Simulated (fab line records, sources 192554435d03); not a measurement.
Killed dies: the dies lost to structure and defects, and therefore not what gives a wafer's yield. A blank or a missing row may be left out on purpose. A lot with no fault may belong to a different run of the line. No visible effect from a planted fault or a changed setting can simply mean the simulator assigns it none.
Lot-split experiment :: flow n5 finfet :: 39 wafers read across 7 lots, on a route 1938 steps long

== SPLIT DETAILS ==
At N5_HKMG_FIN_ETCH_32 (etches SOC in N2/H2, target depth 240 nm, time 300 s), the setting target depth a was moved away from the recipe's 2400 angstrom on 6 of the 39 wafers read, by -11.5% to +8.3%. All remaining wafers had this setting at the recipe value.

The reading is taken at the split's own step.

== THE READING ==
SiARC_of_HKMG_FIN_COAT_30.thk nm (the simulator's own value, which no gauge read), in nm, at N5_HKMG_FIN_ETCH_32 (etches SOC in N2/H2, target depth 240 nm, time 300 s). The file gives no usual value for it. Here, 33 wafers ran the recipe; their average is 21.4 nm with a standard deviation of 0.25 nm.

wafer: L075.1
tool, chamber at the split: rie diel-06, 3
target depth a as run, angstrom: 2400
against the recipe: recipe
SiARC_of_HKMG_FIN_COAT_30.thk nm, nm: 21.4
against lot-mates on the recipe: -

wafer: L075.2
tool, chamber at the split: rie diel-06, 0
target depth a as run, angstrom: 2400
against the recipe: recipe
SiARC_of_HKMG_FIN_COAT_30.thk nm, nm: 21
against lot-mates on the recipe: -

wafer: L075.3
tool, chamber at the split: rie diel-06, 1
target depth a as run, angstrom: 2400
against the recipe: recipe
SiARC_of_HKMG_FIN_COAT_30.thk nm, nm: 21
against lot-mates on the recipe: -

wafer: L075.4
tool, chamber at the split: rie diel-06, 2
target depth a as run, angstrom: 2400
against the recipe: recipe
SiARC_of_HKMG_FIN_COAT_30.thk nm, nm: 21.2
against lot-mates on the recipe: -

wafer: L075.5
tool, chamber at the split: rie diel-06, 0
target depth a as run, angstrom: 2400
against the recipe: recipe
SiARC_of_HKMG_FIN_COAT_30.thk nm, nm: 21.2
against lot-mates on the recipe: -

wafer: L075.6
tool, chamber at the split: rie diel-06, 3
target depth a as run, angstrom: 2400
against the recipe: recipe
SiARC_of_HKMG_FIN_COAT_30.thk nm, nm: 21.4
against lot-mates on the recipe: -

wafer: L077.1
tool, chamber at the split: rie diel-03, 0
target depth a as run, angstrom: 2400
against the recipe: recipe
SiARC_of_HKMG_FIN_COAT_30.thk nm, nm: 21.4
against lot-mates on the recipe: -

wafer: L077.2
tool, chamber at the split: rie diel-03, 1
target depth a as run, angstrom: 2400
against the recipe: recipe
SiARC_of_HKMG_FIN_COAT_30.thk nm, nm: 21.2
against lot-mates on the recipe: -

wafer: L077.3
tool, chamber at the split: rie diel-03, 3
target depth a as run, angstrom: 2400
against the recipe: recipe
SiARC_of_HKMG_FIN_COAT_30.thk nm, nm: 21.8
against lot-mates on the recipe: -

wafer: L077.4
tool, chamber at the split: rie diel-03, 2
target depth a as run, angstrom: 2400
against the recipe: recipe
SiARC_of_HKMG_FIN_COAT_30.thk nm, nm: 21.6
against lot-mates on the recipe: -

wafer: L077.5
tool, chamber at the split: rie diel-03, 1
target depth a as run, angstrom: 2400
against the recipe: recipe
SiARC_of_HKMG_FIN_COAT_30.thk nm, nm: 21.4
against lot-mates on the recipe: -

wafer: L077.6
tool, chamber at the split: rie diel-03, 0
target depth a as run, angstrom: 2400
against the recipe: recipe
SiARC_of_HKMG_FIN_COAT_30.thk nm, nm: 21.4
against lot-mates on the recipe: -

wafer: L078.1
tool, chamber at the split: rie diel-03, 1
target depth a as run, angstrom: 2598
against the recipe: +8.3%
SiARC_of_HKMG_FIN_COAT_30.thk nm, nm: 20.2
against lot-mates on the recipe: -1.3

wafer: L078.2
tool, chamber at the split: rie diel-03, 3
target depth a as run, angstrom: 2598
against the recipe: +8.3%
SiARC_of_HKMG_FIN_COAT_30.thk nm, nm: 20.4
against lot-mates on the recipe: -1.1

wafer: L078.3
tool, chamber at the split: rie diel-03, 0
target depth a as run, angstrom: 2400
against the recipe: recipe
SiARC_of_HKMG_FIN_COAT_30.thk nm, nm: 21.4
against lot-mates on the recipe: -

wafer: L078.4
tool, chamber at the split: rie diel-03, 2
target depth a as run, angstrom: 2400
against the recipe: recipe
SiARC_of_HKMG_FIN_COAT_30.thk nm, nm: 21.8
against lot-mates on the recipe: -

wafer: L078.5
tool, chamber at the split: rie diel-03, 2
target depth a as run, angstrom: 2598
against the recipe: +8.3%
SiARC_of_HKMG_FIN_COAT_30.thk nm, nm: 20.6
against lot-mates on the recipe: -0.9

wafer: L078.6
tool, chamber at the split: rie diel-03, 3
target depth a as run, angstrom: 2400
against the recipe: recipe
SiARC_of_HKMG_FIN_COAT_30.thk nm, nm: 21.4
against lot-mates on the recipe: -

wafer: L079.1
tool, chamber at the split: rie diel-01, 1
target depth a as run, angstrom: 2400
against the recipe: recipe
SiARC_of_HKMG_FIN_COAT_30.thk nm, nm: 21.2
against lot-mates on the recipe: -

wafer: L079.2
tool, chamber at the split: rie diel-01, 3
target depth a as run, angstrom: 2400
against the recipe: recipe
SiARC_of_HKMG_FIN_COAT_30.thk nm, nm: 21.2
against lot-mates on the recipe: -

wafer: L079.3
tool, chamber at the split: rie diel-01, 2
target depth a as run, angstrom: 2400
against the recipe: recipe
SiARC_of_HKMG_FIN_COAT_30.thk nm, nm: 21.8
against lot-mates on the recipe: -

wafer: L079.4
tool, chamber at the split: rie diel-01, 0
target depth a as run, angstrom: 2400
against the recipe: recipe
SiARC_of_HKMG_FIN_COAT_30.thk nm, nm: 21.4
against lot-mates on the recipe: -

wafer: L079.5
tool, chamber at the split: rie diel-01, 2
target depth a as run, angstrom: 2400
against the recipe: recipe
SiARC_of_HKMG_FIN_COAT_30.thk nm, nm: 21.8
against lot-mates on the recipe: -

wafer: L079.6
tool, chamber at the split: rie diel-01, 3
target depth a as run, angstrom: 2400
against the recipe: recipe
SiARC_of_HKMG_FIN_COAT_30.thk nm, nm: 21.2
against lot-mates on the recipe: -

wafer: L080.1
tool, chamber at the split: rie diel-01, 0
target depth a as run, angstrom: 2123
against the recipe: -11.5%
SiARC_of_HKMG_FIN_COAT_30.thk nm, nm: 23
against lot-mates on the recipe: +1.8

wafer: L080.2
tool, chamber at the split: rie diel-01, 1
target depth a as run, angstrom: 2123
against the recipe: -11.5%
SiARC_of_HKMG_FIN_COAT_30.thk nm, nm: 22.6
against lot-mates on the recipe: +1.4

wafer: L080.3
tool, chamber at the split: rie diel-01, 2
target depth a as run, angstrom: 2400
against the recipe: recipe
SiARC_of_HKMG_FIN_COAT_30.thk nm, nm: 21.6
against lot-mates on the recipe: -

wafer: L080.4
tool, chamber at the split: rie diel-01, 3
target depth a as run, angstrom: 2400
against the recipe: recipe
SiARC_of_HKMG_FIN_COAT_30.thk nm, nm: 21
against lot-mates on the recipe: -

wafer: L080.5
tool, chamber at the split: rie diel-01, 0
target depth a as run, angstrom: 2123
against the recipe: -11.5%
SiARC_of_HKMG_FIN_COAT_30.thk nm, nm: 23.2
against lot-mates on the recipe: +2.0

wafer: L080.6
tool, chamber at the split: rie diel-01, 1
target depth a as run, angstrom: 2400
against the recipe: recipe
SiARC_of_HKMG_FIN_COAT_30.thk nm, nm: 21
against lot-mates on the recipe: -

wafer: L082.2
tool, chamber at the split: rie diel-03, 3
target depth a as run, angstrom: 2400
against the recipe: recipe
SiARC_of_HKMG_FIN_COAT_30.thk nm, nm: 21.6
against lot-mates on the recipe: -

wafer: L082.3
tool, chamber at the split: rie diel-03, 0
target depth a as run, angstrom: 2400
against the recipe: recipe
SiARC_of_HKMG_FIN_COAT_30.thk nm, nm: 21.4
against lot-mates on the recipe: -

wafer: L082.4
tool, chamber at the split: rie diel-03, 0
target depth a as run, angstrom: 2400
against the recipe: recipe
SiARC_of_HKMG_FIN_COAT_30.thk nm, nm: 21.4
against lot-mates on the recipe: -

wafer: L084.1
tool, chamber at the split: rie diel-01, 2
target depth a as run, angstrom: 2400
against the recipe: recipe
SiARC_of_HKMG_FIN_COAT_30.thk nm, nm: 22
against lot-mates on the recipe: -

wafer: L084.2
tool, chamber at the split: rie diel-01, 1
target depth a as run, angstrom: 2400
against the recipe: recipe
SiARC_of_HKMG_FIN_COAT_30.thk nm, nm: 21.2
against lot-mates on the recipe: -

wafer: L084.3
tool, chamber at the split: rie diel-01, 3
target depth a as run, angstrom: 2400
against the recipe: recipe
SiARC_of_HKMG_FIN_COAT_30.thk nm, nm: 21.4
against lot-mates on the recipe: -

wafer: L084.4
tool, chamber at the split: rie diel-01, 0
target depth a as run, angstrom: 2400
against the recipe: recipe
SiARC_of_HKMG_FIN_COAT_30.thk nm, nm: 21.6
against lot-mates on the recipe: -

wafer: L084.5
tool, chamber at the split: rie diel-01, 1
target depth a as run, angstrom: 2400
against the recipe: recipe
SiARC_of_HKMG_FIN_COAT_30.thk nm, nm: 21.4
against lot-mates on the recipe: -

wafer: L084.6
tool, chamber at the split: rie diel-01, 0
target depth a as run, angstrom: 2400
against the recipe: recipe
SiARC_of_HKMG_FIN_COAT_30.thk nm, nm: 21.6
against lot-mates on the recipe: -

FIT RESULTS
A straight line over all 39 wafers: SiARC_of_HKMG_FIN_COAT_30.thk nm changes by -0.129 nm for each +1% of target depth a; r = -0.90; the points scatter about the line by 0.25 nm.
The same after taking each lot's own level away (the mean of its wafers on the recipe; 39 wafers): -0.146 nm for each +1%; r = -0.93; scatter 0.22 nm.
Per that fit: largest target depth a move, reading shift of 1.7 nm.
Measured against the standard deviation above, the lots' own levels, which go from 21.20 to 21.53 nm, span 1.3 times it.
So the lot-to-lot level changes the slope: the two fits differ.
Check: for one of the wafers moved furthest among these (-11.5%), held out of the fit, the line's prediction against its lot-mates is +1.66 nm. Against them it came out at +1.8 nm.

== THE OTHER SPLITS THESE WAFERS WENT THROUGH ==
Note: prior to the reading, these wafers also went through further splits. Each is held against what the fit with the lots' levels taken away leaves over:
other split on the same wafers: N5_DUMMY_GATE_ETCH_37 source w
wafers away from the commonest value: 15
r with SiARC_of_HKMG_FIN_COAT_30.thk nm (lot level and that fit taken away): -0.11

other split on the same wafers: N5_SD_EPI_N_EPI_21 pressure torr
wafers away from the commonest value: 30
r with SiARC_of_HKMG_FIN_COAT_30.thk nm (lot level and that fit taken away): -0.01

other split on the same wafers: N5_SD_EPI_P_ETCH_36 bias w
wafers away from the commonest value: 15
r with SiARC_of_HKMG_FIN_COAT_30.thk nm (lot level and that fit taken away): +0.12

other split on the same wafers: N5_HKMG_FIN_ETCH_58 bias w
wafers away from the commonest value: 18
r with SiARC_of_HKMG_FIN_COAT_30.thk nm (lot level and that fit taken away): -0.11

other split on the same wafers: N5_HKMG_FIN_EXPOSE_09 dose mj
wafers away from the commonest value: 12
r with SiARC_of_HKMG_FIN_COAT_30.thk nm (lot level and that fit taken away): +0.16

== THE WHOLE CHAIN: every reading that the file lists as answering this split, in the file's order ==
step: N5_HKMG_FIN_ETCH_32
what it does: etches SOC in N2/H2, target depth 240 nm, time 300 s
reading: etch.depth nm (the simulator's own value, which no gauge read)
change (the file's fit): +2.43 nm for each +1% of the setting
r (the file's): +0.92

step: N5_HKMG_FIN_ETCH_32
what it does: etches SOC in N2/H2, target depth 240 nm, time 300 s
reading: HKMG_FIN.feature depth nm (the simulator's own value, which no gauge read)
change (the file's fit): +2.43 nm for each +1% of the setting
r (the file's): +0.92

step: N5_HKMG_FIN_ETCH_32
what it does: etches SOC in N2/H2, target depth 240 nm, time 300 s
reading: SiARC_of_HKMG_FIN_COAT_30.thk nm (the simulator's own value, which no gauge read)
change (the file's fit): -0.146 nm for each +1% of the setting
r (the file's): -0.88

== FILE'S OWN FIT ==
SiARC_of_HKMG_FIN_COAT_30.thk nm changes by -0.146 nm for each +1% of target depth a, r = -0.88.
